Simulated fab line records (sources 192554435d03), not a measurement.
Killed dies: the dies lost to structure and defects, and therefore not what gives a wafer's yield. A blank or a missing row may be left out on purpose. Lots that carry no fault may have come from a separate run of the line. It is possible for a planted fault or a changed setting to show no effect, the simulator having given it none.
Matching of chambers ; flow n5_finfet ; N5_BEOL_M0_SAQP_STRIP_75 on rie_diel-04 has 4 sister chambers
The step strips in CF4. 8 wafers are shown with their chamber, then 7 later ones without.

## WAFERS PAIRED WITH THEIR CHAMBERS
wafer;chamber;throttle_valve_pct (%);showerhead_plenum_p_Torr (Torr)
L076.6;2;13.95;1.82
L081.2;3;13.29;1.83
L082.2;2;13.96;1.82
L082.3;1;13.33;1.84
L085.2;3;13.33;1.83
L085.6;0;13.70;1.87
L090.2;0;13.73;1.86
L090.3;1;13.36;1.83

## WAFERS WITHOUT THEIR CHAMBER
wafer;throttle_valve_pct (%);showerhead_plenum_p_Torr (Torr)
L090.5;13.37;1.83
L093.3;13.34;1.83
L093.5;13.36;1.83
L093.6;13.46;1.81
L095.1;13.74;1.86
L095.2;13.45;1.81
L095.4;13.35;1.82

## THE CHAMBER EACH PASSED THROUGH
wafer;from the rows above;in truth
L090.5;can't be placed: 1 or 3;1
L093.3;can't be placed: 1 or 3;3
L093.5;can't be placed: 1 or 3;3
L093.6;can't be placed: 1 or 3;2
L095.1;0;0
L095.2;can't be placed: 1 or 3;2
L095.4;can't be placed: 3 or 1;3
Correct placement for 1 of the 7. Cannot be placed on the basis of these rows: 6; the candidates contain the true chamber in 4. Placed wrongly: 0.
How it was worked out, from the rows above alone: a wafer's distance from a chamber is the root of the sum, over the readings, of the square of ((its reading less the chamber's mean) divided by the reading's scatter). If the next closest chamber is less than 2 further off than the closest, the wafer can't be placed; otherwise it belongs to the closest. A chamber's mean is the mean of its shown wafers. The scatter: the root of (the sum of the squares of (reading less its chamber's mean) over the shown wafers, divided by (wafers less chambers)).
